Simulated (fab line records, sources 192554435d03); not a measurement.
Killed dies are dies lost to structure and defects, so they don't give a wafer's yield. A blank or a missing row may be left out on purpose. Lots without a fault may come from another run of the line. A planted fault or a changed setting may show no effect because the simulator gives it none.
Chamber matching | flow n5_finfet | N5_BEOL_M7_ETCH_61 on rie_diel-05: 4 sister chambers
The step etches SiARC in CF4, target depth 45.5 nm, time 75.8 s. 16 wafers are shown with their chamber, then 8 later ones without.

WAFERS WITH THEIR CHAMBER
wafer  | chamber | showerhead_plenum_p_Torr (Torr) | drypump_motor_current_A (A) | throttle_valve_pct (%)
L079.2 | 3       | 2.21                            | 5.9                         | 15.88
L079.4 | 2       | 2.12                            | 6.6                         | 15.57
L079.5 | 2       | 2.12                            | 6.6                         | 15.55
L080.1 | 3       | 2.20                            | 5.8                         | 15.89
L080.4 | 2       | 2.12                            | 6.6                         | 15.58
L080.5 | 2       | 2.12                            | 6.6                         | 15.56
L084.1 | 1       | 2.18                            | 5.4                         | 15.39
L084.2 | 2       | 2.12                            | 6.6                         | 15.59
L084.5 | 1       | 2.18                            | 5.3                         | 15.38
L088.2 | 0       | 2.06                            | 6.6                         | 15.42
L088.4 | 3       | 2.20                            | 5.8                         | 15.90
L088.6 | 1       | 2.18                            | 5.3                         | 15.41
L087.2 | 2       | 2.12                            | 6.6                         | 15.59
L087.4 | 1       | 2.18                            | 5.3                         | 15.40
L087.6 | 1       | 2.18                            | 5.3                         | 15.42
L091.3 | 1       | 2.18                            | 5.3                         | 15.42

SIGNATURES (means of the wafers above)
reading                  | chamber 0 | chamber 1 | chamber 2 | chamber 3 | scatter within a chamber
showerhead_plenum_p_Torr | 2.0600    | 2.1800    | 2.1200    | 2.2033    | 0.00236
drypump_motor_current_A  | 6.600     | 5.317     | 6.600     | 5.833     | 0.0354
throttle_valve_pct       | 15.4200   | 15.4033   | 15.5733   | 15.8900   | 0.0155
Rule: a wafer's distance from a chamber is the root of the sum, over the readings, of the square of ((its reading less the chamber's mean) divided by the reading's scatter). The wafer belongs to the nearest chamber; if the next one is less than 2 further off, it can't be placed. The scatter: the root of (the sum of the squares of (reading less its chamber's mean) over the shown wafers, divided by (wafers less chambers)).

WAFERS WITHOUT THEIR CHAMBER
wafer  | showerhead_plenum_p_Torr (Torr) | drypump_motor_current_A (A) | throttle_valve_pct (%)
L091.4 | 2.12                            | 6.6                         | 15.61
L091.6 | 2.06                            | 6.6                         | 15.43
L094.2 | 2.11                            | 6.6                         | 15.61
L094.4 | 2.06                            | 6.6                         | 15.43
L094.5 | 2.11                            | 6.6                         | 15.61
L095.1 | 2.11                            | 6.6                         | 15.62
L095.2 | 2.20                            | 5.8                         | 15.93
L095.3 | 2.17                            | 5.3                         | 15.44

WHICH CHAMBER EACH WENT THROUGH
wafer  | from the rows above | in truth
L091.4 | 2                   | 2
L091.6 | 0                   | 0
L094.2 | 2                   | 2
L094.4 | 0                   | 0
L094.5 | 2                   | 2
L095.1 | 2                   | 2
L095.2 | 3                   | 3
L095.3 | 1                   | 1
Placed correctly: 8 of 8. Can't be placed from these rows: 0. Placed wrongly: 0.
